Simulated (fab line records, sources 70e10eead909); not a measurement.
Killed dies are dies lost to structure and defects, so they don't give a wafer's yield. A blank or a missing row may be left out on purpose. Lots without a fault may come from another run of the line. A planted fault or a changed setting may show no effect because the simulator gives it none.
fab line records | flow nand_harc
record lots=12 wafers=36 last_day=24
route steps=1159 shown THIN_TSV@1119 END@1159
lots that met no fault: from a run of the same line without faults
start_h: hours from the record's first day to the start of the lot's first wafer shown | wait_h: hours since the lot's step before | " the same as in the row above | L1.1+2: a row that stands for several wafers | - no value, or no start given | * or withheld: withheld | < > ~ a bound
route shown NAME@n: a module of which the file shows steps, and the number in the route of the first | usual: mean/standard deviation of fault-free wafers | same: alike in all rows | chamber/n: place in a boat | sites: the reading at each site | _std_site: their standard deviation | _edge_site: outer sites' mean less inner sites' | radius_mm: how far each site lies from the wafer's centre | mask NAME#n: copy n | behind: the tool/chamber that last shaped the wafer | hold: why the lot was held/for how many hours/how that ended | device: the transistor (n, p or np) that didn't switch | end of line: the same wafers' tests at the end of the route | a step without rows: its recipe alone | killed: dies lost to structure and defects at the first sort, not the wafer's yield | map: a wafer's dies, x killed, . not, _ none there
set.NAME: the setting as run; set.NAME@STEP: as run at that earlier step | model.NAME: the simulator's own value behind a step, which no gauge read
steps of the route over a sample of lots; a table a step, a row a wafer
services: from which hour (start_h, from the record's first day; less than 0 if before it) a tool's chamber was out of use, for how many hours, and why
## steps
# step NHARC_THIN_TSV_ETCH_44
# recipe target_depth_a=15942 time_s=797.1 cf4_flow_sccm=150 o2_flow_sccm=10 ar_flow_sccm=0 rf_w=300 bias_w=800 chemistry=CF4/O2
# usual drypump_motor_current_A=5.7/0.38 oes_product_au=1.000/0.011 rf_vpp_V=795/4.2 showerhead_plenum_p_Torr=1.84/0.065 throttle_valve_pct=16.914/0.0089
# columns lot.wafer tool chamber start_h wait_h drypump_motor_current_A oes_product_au rf_hours_counter_h rf_vpp_V showerhead_plenum_p_Torr throttle_valve_pct
L508.2 rie_diel-07 0 456.07 0.1 6.4 1.005 2 795 1.83 16.924
L508.1 " 1 " " 5.4 0.993 2 800 1.92 16.921
L508.6 " 0 " " 6.4 1.009 - 794 1.83 16.898
L511.2 rie_diel-07 0 471.93 0.2 6.4 1.000 4 793 1.83 16.911
L511.3 " 1 " " 5.4 1.002 3 801 1.92 16.912
L511.5 " 2 " " 5.8 0.983 - 797 1.89 16.916
L510.2 rie_diel-01 2 480.88 0.1 5.6 1.006 17 787 1.72 16.924
L510.1 " 0 " " 5.6 0.994 16 792 1.79 16.916
L510.6 " 1 " " 5.3 0.996 - 788 1.75 16.907
L512.3 rie_diel-07 3 481.87 0.1 5.4 1.003 5 797 1.88 16.925
L512.1 " 0 " " 6.4 1.008 4 795 1.83 16.916
L512.6 " 0 " " 6.4 1.008 - 794 1.83 16.916
L509.4 rie_diel-07 1 483.20 0.1 5.4 1.011 5 800 1.92 16.907
L509.2 " 2 " " 5.7 0.980 5 799 1.89 16.905
L509.6 " 2 " " 5.8 0.976 - 799 1.89 16.909
L514.1 rie_diel-07 1 488.06 0.1 5.4 1.018 5 800 1.92 16.907
L514.2 " 3 " " 5.4 0.996 6 797 1.88 16.907
L514.4 " 0 " " 6.4 0.996 5 794 1.83 16.915
L515.3 rie_diel-07 2 496.41 0.1 5.8 0.987 7 798 1.89 16.936
L515.1 " 0 " " 6.4 1.010 6 795 1.83 16.908
L515.5 " 2 " " 5.8 0.984 - 800 1.89 16.918
L519.1 rie_diel-01 0 522.72 0.1 5.6 0.996 2 790 1.79 16.923
L519.6 " 3 " " 6.2 0.992 - 797 1.86 16.910
L519.5 " 0 " " 5.6 1.002 - 792 1.79 16.906
L523.4 rie_diel-01 1 533.98 0.1 5.3 1.003 4 789 1.74 16.921
L523.2 " 0 " " 5.6 1.001 4 791 1.79 16.901
L523.6 " 1 " " 5.4 1.001 - 789 1.74 16.918
L518.4 rie_diel-07 3 535.22 0.1 5.4 0.988 8 796 1.87 16.910
L518.3 " 1 " " 5.4 1.008 8 800 1.92 16.927
L518.6 " 3 " " 5.4 0.983 - 797 1.87 16.913
L522.3 rie_diel-01 0 537.50 0.1 5.6 0.986 4 791 1.79 16.930
L522.1 " 1 " " 5.3 0.992 5 789 1.74 16.903
L522.4 " 2 " " 5.6 1.002 4 788 1.72 16.902
L525.4 rie_diel-07 3 550.08 0.1 5.4 1.000 10 797 1.87 16.907
L525.2 " 1 " " 5.4 1.005 9 799 1.92 16.923
L525.6 " 3 " " 5.4 1.000 - 796 1.87 16.910
# step NHARC_THIN_TSV_ETCH_15
# recipe target_depth_a=30000 bosch_target_overetch_cycles=2 bosch_etch_step_s=2.8 bosch_dep_step_s=1.2 bosch_cycles=14
# usual drypump_motor_current_A=6.0/0.35
# columns lot.wafer tool chamber start_h wait_h drypump_motor_current_A rf_hours_counter_h
L508.1 rie_si-02 2 456.58 - 6.1 0.5
L508.2 " 0 " " 5.6 0.4
L508.6 " 3 " " 6.5 -
L511.2 rie_si-03 0 472.42 - 6.0 1.3
L511.3 " 1 " " 6.0 1.2
L511.5 " 3 " " 6.5 -
L510.1 rie_si-02 2 481.59 - 6.1 0.8
L510.2 " 3 " " 6.5 0.6
L510.6 " 2 " " 6.1 -
L512.3 rie_si-03 2 482.46 - 6.1 1.3
L512.1 " 3 " " 6.5 1.4
L512.6 " 1 " " 6.0 -
L509.2 rie_si-04 3 483.78 - 5.7 0.2
L509.4 " 1 " " 5.5 0.2
L509.6 " 2 " " 5.8 -
L514.2 rie_si-02 3 488.63 - 6.5 0.7
L514.4 " 0 " " 5.6 0.6
L514.1 " 2 " " 6.1 0.9
L515.1 rie_si-03 1 496.98 - 6.0 1.6
L515.3 " 2 " " 6.2 1.4
L515.5 " 2 " " 6.2 -
L519.1 rie_si-03 1 523.26 - 6.1 0.0
L519.6 " 3 " " 6.5 -
L519.5 " 0 " " 6.0 -
L523.2 rie_si-02 1 534.56 - 5.5 1.4
L523.4 " 2 " " 6.1 1.4
L523.6 " 0 " " 5.6 -
L518.3 rie_si-04 2 535.76 - 5.7 0.6
L518.4 " 3 " " 5.7 0.6
L518.6 " 1 " " 5.5 -
L522.1 rie_si-02 2 538.01 - 6.1 1.4
L522.3 " 3 " " 6.5 1.1
L522.4 " 0 " " 5.6 1.1
L525.4 rie_si-04 1 550.62 - 5.5 0.8
L525.2 " 2 " " 5.8 0.7
L525.6 " 3 " " 5.7 -
# step NHARC_THIN_TSV_ETCHBACK_48
# recipe target_depth_a=10285 over_etch_frac=0.3 time_s=405.17 ion_energy_ev=250 c4f8_flow_sccm=withheld ar_flow_sccm=withheld rf_w=600 bias_w=300 chemistry=C4F8/Ar
# usual oes_product_au=0.95/0.032 rf_vpp_V=547.7/2.6
# columns lot.wafer tool chamber start_h wait_h oes_product_au rf_hours_counter_h rf_vpp_V
L508.2 rie_diel-07 2 458.02 - 0.97 2 549.6
L508.1 " 1 " " 0.97 2 550.8
L508.6 " 3 " " 0.99 - 547.9
L511.2 rie_diel-07 1 473.86 - 0.94 3 550.5
L511.3 " 2 " " 0.92 4 550.1
L511.5 " 0 " " 0.93 - 548.1
L510.2 rie_diel-01 0 483.00 - 0.93 16 543.5
L510.1 " 3 " " 0.93 14 548.0
L510.6 " 0 " " 0.93 - 544.4
L512.1 rie_diel-01 3 483.90 - 0.92 14 547.5
L512.3 " 1 " " 0.91 19 542.8
L512.6 " 2 " " 0.92 - 541.7
L509.4 rie_diel-07 2 485.23 - 0.91 5 549.6
L509.2 " 0 " " 0.93 5 547.0
L509.6 " 1 " " 0.93 - 550.6
L514.1 rie_diel-07 3 490.07 - 0.93 6 550.2
L514.2 " 0 " " 0.93 5 547.0
L514.4 " 2 " " 0.91 6 549.3
L515.3 rie_diel-07 2 498.44 - 0.94 7 549.9
L515.1 " 3 " " 0.98 7 547.4
L515.5 " 2 " " 0.93 - 548.3
L519.1 rie_diel-01 2 524.72 - 0.96 2 541.6
L519.5 " 0 " " 0.98 - 545.1
L519.6 " 1 " " 0.96 - 543.2
L523.2 rie_diel-05 0 536.02 - 1.02 0 549.1
L523.6 " 3 " " 1.01 - 550.7
L523.4 " 0 " " 1.01 - 547.3
L518.3 rie_diel-05 0 537.20 - 1.00 1 548.6
L518.6 " 0 " " 1.01 - 547.4
L518.4 " 1 " " 0.98 - 548.6
L522.4 rie_diel-01 3 539.47 - 0.91 4 546.1
L522.1 " 0 " " 0.93 5 546.9
L522.3 " 1 " " 0.93 5 543.9
L525.2 rie_diel-05 3 552.07 - 0.93 3 550.1
L525.4 " 3 " " 0.93 - 551.0
L525.6 " 1 " " 0.92 - 549.2
# step NHARC_THIN_TSV_ETCH_59
# recipe target_depth_a=8800 icp_w=900 bias_w=100 Cl2_flow_sccm=60 bcl3_flow_sccm=30 time_s=138.1 chemistry=Cl2/BCl3
# usual drypump_motor_current_A=5.7/0.55 oes_product_au=1.009/0.01 throttle_valve_pct=22.265/0.01
# columns lot.wafer tool chamber start_h wait_h drypump_motor_current_A oes_product_au rf_hours_counter_h throttle_valve_pct
L508.2 rie_metal-02 0 461.97 0.1 5.4 1.005 2.0 22.272
L508.1 " 1 " " 4.7 0.999 2.0 22.278
L508.6 " 1 " " 4.7 0.998 - 22.257
L511.2 rie_metal-03 1 477.82 0.1 5.6 1.018 0.1 22.294
L511.3 " 1 " " 5.6 1.013 - 22.265
L511.5 " 1 " " 5.6 1.012 - 22.279
L510.1 rie_metal-03 0 486.85 0.1 5.3 1.009 0.3 22.271
L510.2 " 1 " " 5.6 1.017 0.3 22.262
L510.6 " 1 " " 5.6 1.016 - 22.257
L512.1 rie_metal-01 1 487.84 0.1 6.5 0.996 3.7 22.255
L512.3 " 0 " " 6.0 1.019 - 22.281
L512.6 " 1 " " 6.5 1.004 - 22.273
L509.2 rie_metal-02 1 489.17 0.1 4.8 0.990 2.5 22.247
L509.4 " 0 " " 5.4 1.002 - 22.282
L509.6 " 1 " " 4.7 0.996 - 22.263
L514.2 rie_metal-03 1 494.01 0.1 5.6 1.019 0.7 22.249
L514.1 " 0 " " 5.3 1.005 0.7 22.256
L514.4 " 1 " " 5.6 1.023 - 22.278
L515.1 rie_metal-01 1 502.54 0.1 6.5 1.002 4.4 22.272
L515.3 " 0 " " 6.0 1.017 - 22.240
L515.5 " 0 " " 6.0 1.025 - 22.264
L519.1 rie_metal-01 1 528.84 0.2 6.5 1.003 0.1 22.271
L519.5 " 0 " " 6.0 1.013 - 22.263
L519.6 " 1 " " 6.5 1.016 - 22.256
L523.2 rie_metal-01 1 540.03 0.1 6.5 1.003 0.4 22.247
L523.4 " 0 " " 6.0 0.996 - 22.265
L523.6 " 1 " " 6.5 0.999 - 22.249
L518.3 rie_metal-03 0 541.62 0.2 5.3 0.913 - 22.268
L518.4 " 1 " " 5.6 1.024 - 22.251
L518.6 " 0 " " 5.3 0.904 - 22.254
L522.1 rie_metal-03 0 543.64 0.1 5.3 0.911 2.7 22.262
L522.3 " 0 " " 5.3 0.909 - 22.264
L522.4 " 1 " " 5.6 1.014 - 22.265
L525.2 rie_metal-02 0 556.13 0.1 5.5 1.009 4.5 22.263
L525.4 " 0 " " 5.4 1.014 - 22.267
L525.6 " 0 " " 5.5 1.020 - 22.259
# step NHARC_END_SORT_01
# recipe temp_c=25
# usual defect_limited_yield=95.2/1.3 killed_at_array=29/9.4 killed_at_other=0.7/1.3 killed_at_periphery=2.9/2.1 killed_dies=32/9 killed_open=3.3/1.8 killed_short=1.9/1.4 sort_bin_2_pct=1.4/0.53 sort_bin_3_pct=0.28/0.21 sort_bin_4_pct=3.1/0.91 sort_n_pass=645/9 sort_rim_yield_pct=97.4/1.7 sort_yield_pct=95.2/1.3
# same gross_dies=677 sort_bin_5_pct[%]=0 sort_bin_6_pct[%]=0 sort_bin_7_pct[%]=0 sort_bin_8_pct[%]=0 sort_rim_n_gross=106.00
# columns lot.wafer tool chamber start_h wait_h defect_limited_yield[%] killed_at_array killed_at_other killed_at_periphery killed_dies killed_open killed_short sort_bin_2_pct[%] sort_bin_3_pct[%] sort_bin_4_pct[%] sort_n_pass sort_rim_yield_pct[%] sort_yield_pct[%]
L511.2 prober-01 0 488.00 2.8 93.8 40 1 1 42 2 1 1.8 0.74 3.7 635 97.2 93.8
L511.3 prober-01 0 488.82 3.1 95.0 29 1 4 34 1 1 1.8 0 3.2 643 98.1 95.0
L511.5 prober-01 0 490.47 3.8 95.1 30 1 2 33 3 1 1.9 0.30 2.7 644 98.1 95.1
L515.1 prober-02 0 519.52 2.4 93.9 40 0 1 41 4 2 1.8 0.15 4.1 636 99.1 93.9
L515.3 prober-02 0 521.12 3.1 93.9 40 0 1 41 2 1 1.9 0 4.1 636 99.1 93.9
L515.5 prober-02 0 522.72 3.7 94.1 40 0 0 40 5 1 2.5 0.15 3.2 637 99.1 94.1
L518.3 prober-02 0 557.34 3.1 0 37 637 3 677 2 3 1.6 94.83 3.5 0 0 0
L518.4 prober-02 0 558.14 3.4 94.1 40 0 0 40 0 1 1.8 0.15 4.0 637 99.1 94.1
L518.6 prober-02 0 559.73 4.0 0 48 628 1 677 4 1 2.5 92.76 4.7 0 0 0
L522.1 prober-02 0 563.51 2.5 0 34 641 2 677 2 2 1.5 94.83 3.7 0 0 0
L522.3 prober-02 0 565.09 3.1 0.3 41 632 2 675 3 3 2.1 93.50 4.1 2 0 0.3
L522.4 prober-02 0 565.89 3.4 94.1 37 1 2 40 2 2 1.9 0.15 3.8 637 96.2 94.1
# killed by level:class
L511.2 A_CHANNEL_HOLE_D1:chamber_film_flake=16 A_SLIT:chamber_film_flake=12 A_STAIRCASE:chamber_film_flake=5 A_WL_FILL:chamber_film_flake=3 P_M0:geometric_particle:open=1 A_CHANNEL_FILL_D1:geometric_particle:short=1 A_M0:geometric_particle:open=1 A_CHANNEL_FILL_D1:chamber_film_flake=1
L511.3 A_SLIT:chamber_film_flake=13 A_CHANNEL_HOLE_D1:chamber_film_flake=8 P_ZERO_WELL:chamber_film_flake=3 A_WL_FILL:chamber_film_flake=3 A_ONON_D1:geometric_particle:short=1 A_M0:geometric_particle:open=1 P_CONTACT:chamber_film_flake=1 A_ZERO_WELL:chamber_film_flake=1
L511.5 A_SLIT:chamber_film_flake=12 A_CHANNEL_HOLE_D1:chamber_film_flake=9 A_CONTACT:chamber_film_flake=4 A_WL_FILL:geometric_particle:open=2 A_M0:geometric_particle:open=1 A_M0:geometric_particle:short=1 P_ZERO_WELL:chamber_film_flake=1 P_CONTACT:chamber_film_flake=1
L515.1 A_CHANNEL_HOLE_D1:chamber_film_flake=15 A_SLIT:chamber_film_flake=15 A_CHANNEL_FILL_D1:chamber_film_flake=3 A_CHANNEL_FILL_D1:geometric_particle:open=2 A_WL_FILL:chamber_film_flake=2 P_GATE:geometric_particle:open=1 A_CHANNEL_FILL_D1:geometric_particle:short=1 A_SGD_CUT:geometric_particle:open=1
L515.3 A_CHANNEL_HOLE_D1:chamber_film_flake=18 A_SLIT:chamber_film_flake=16 A_WL_FILL:chamber_film_flake=2 P_M2:geometric_particle:short=1 A_ONON_D1:geometric_particle:open=1 A_CHANNEL_FILL_D1:geometric_particle:open=1 A_CHANNEL_FILL_D1:chamber_film_flake=1 A_CONTACT:chamber_film_flake=1
L515.5 A_CHANNEL_HOLE_D1:chamber_film_flake=14 A_SLIT:chamber_film_flake=12 A_CONTACT:chamber_film_flake=3 A_CHANNEL_FILL_D1:geometric_particle:open=2 A_CHANNEL_FILL_D1:chamber_film_flake=2 A_STAIRCASE:chamber_film_flake=2 A_ONON_D1:geometric_particle:open=1 A_CHANNEL_HOLE_D1:geometric_particle:open=1
L518.3 THIN_TSV:area_etch=637 A_CHANNEL_HOLE_D1:chamber_film_flake=16 A_SLIT:chamber_film_flake=13 A_CONTACT:chamber_film_flake=5 P_CONTACT:geometric_particle:open=1 P_M0:geometric_particle:open=1 P_M2:geometric_particle:short=1 A_CHANNEL_FILL_D1:geometric_particle:short=1
L518.4 A_SLIT:chamber_film_flake=21 A_CHANNEL_HOLE_D1:chamber_film_flake=14 A_CONTACT:chamber_film_flake=3 A_SGD_CUT:geometric_particle:short=1 A_BLC:chamber_film_flake=1
L518.6 THIN_TSV:area_etch=626 A_SLIT:chamber_film_flake=20 A_CHANNEL_HOLE_D1:chamber_film_flake=17 A_CONTACT:chamber_film_flake=4 A_CONTACT:geometric_particle:open=2 THIN_TSV:chamber_film_flake=2 A_CHANNEL_FILL_D1:geometric_particle:open=1 A_CONTACT:geometric_particle:short=1
L522.1 THIN_TSV:area_etch=641 A_SLIT:chamber_film_flake=19 A_CHANNEL_HOLE_D1:chamber_film_flake=7 A_CONTACT:chamber_film_flake=3 A_BLC:chamber_film_flake=2 P_CONTACT:geometric_particle:open=1 P_M0:geometric_particle:short=1 A_WL_FILL:geometric_particle:short=1
L522.3 THIN_TSV:area_etch=632 A_SLIT:chamber_film_flake=20 A_CHANNEL_HOLE_D1:chamber_film_flake=10 A_CONTACT:chamber_film_flake=6 A_WL_FILL:geometric_particle:short=2 P_M1:geometric_particle:open=1 A_SGD_CUT:geometric_particle:open=1 A_CONTACT:geometric_particle:open=1
L522.4 A_SLIT:chamber_film_flake=15 A_CHANNEL_HOLE_D1:chamber_film_flake=10 A_CONTACT:chamber_film_flake=6 P_GATE:chamber_film_flake=2 A_STAIRCASE:chamber_film_flake=2 A_CHANNEL_FILL_D1:geometric_particle:open=1 A_SGD_CUT:geometric_particle:short=1 A_CONTACT:geometric_particle:open=1
## services
# columns tool chamber start_h hours kind
rie_diel-07 0 438.70 - clean
rie_diel-07 1 438.70 - clean
rie_diel-07 2 438.70 - clean
rie_diel-07 3 438.70 - clean
rie_diel-05 1 441.04 6.7 repair
rie_metal-03 1 444.02 4.8 repair
rie_si-04 - 453.00 9.0 pm
rie_metal-03 - 453.15 9.0 pm
rie_si-03 3 459.41 3.1 repair
rie_diel-05 2 461.19 116.2 repair
rie_diel-07 0 463.20 - clean
rie_diel-07 1 463.20 - clean
rie_diel-07 2 463.20 - clean
rie_diel-07 3 463.20 - clean
rie_diel-01 3 478.11 3.8 repair
rie_diel-07 0 487.70 - clean
rie_diel-07 1 487.70 - clean
rie_diel-01 - 491.80 9.0 pm
rie_diel-07 - 508.52 1.0 repair
rie_metal-01 - 509.00 9.0 pm
rie_si-03 - 509.00 9.0 pm
rie_diel-05 - 517.73 9.0 pm
rie_diel-01 0 544.16 9.8 repair
rie_diel-01 - 554.73 2.1 repair
## key
first_sign step=NHARC_THIN_TSV_ETCH_59 reading=oes_product_au direction=down sigmas=9.5 usual=1.009 struck=0.909
effect step=NHARC_END_SORT_01 reading=killed_at_other direction=up sigmas=99+ usual=0.7 struck=634.5
more_kills_born_at NHARC_THIN_TSV_ETCH_59@rie_metal-03=2536
met_at NHARC_THIN_TSV_ETCH_59
struck_lots L518,L522
struck_wafers L518.3,L518.6,L522.1,L522.3
later_rows_left_out L518.3,L518.6,L522.1,L522.3
not_acting_at NHARC_THIN_TSV_ETCH_44,NHARC_THIN_TSV_ETCH_15,NHARC_THIN_TSV_ETCHBACK_48
onset_between 494.01 541.62
fault kind=process_parameter_drift tool=rie_metal-03 chamber=0 onset_h=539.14 steps=NHARC_THIN_TSV_ETCH_59 channel=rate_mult offset=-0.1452 shape=step end_h=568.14
# later_rows_left_out: the simulator's readings of these wafers behind a module that went badly wrong aren't trusted and aren't shown, but for the sort
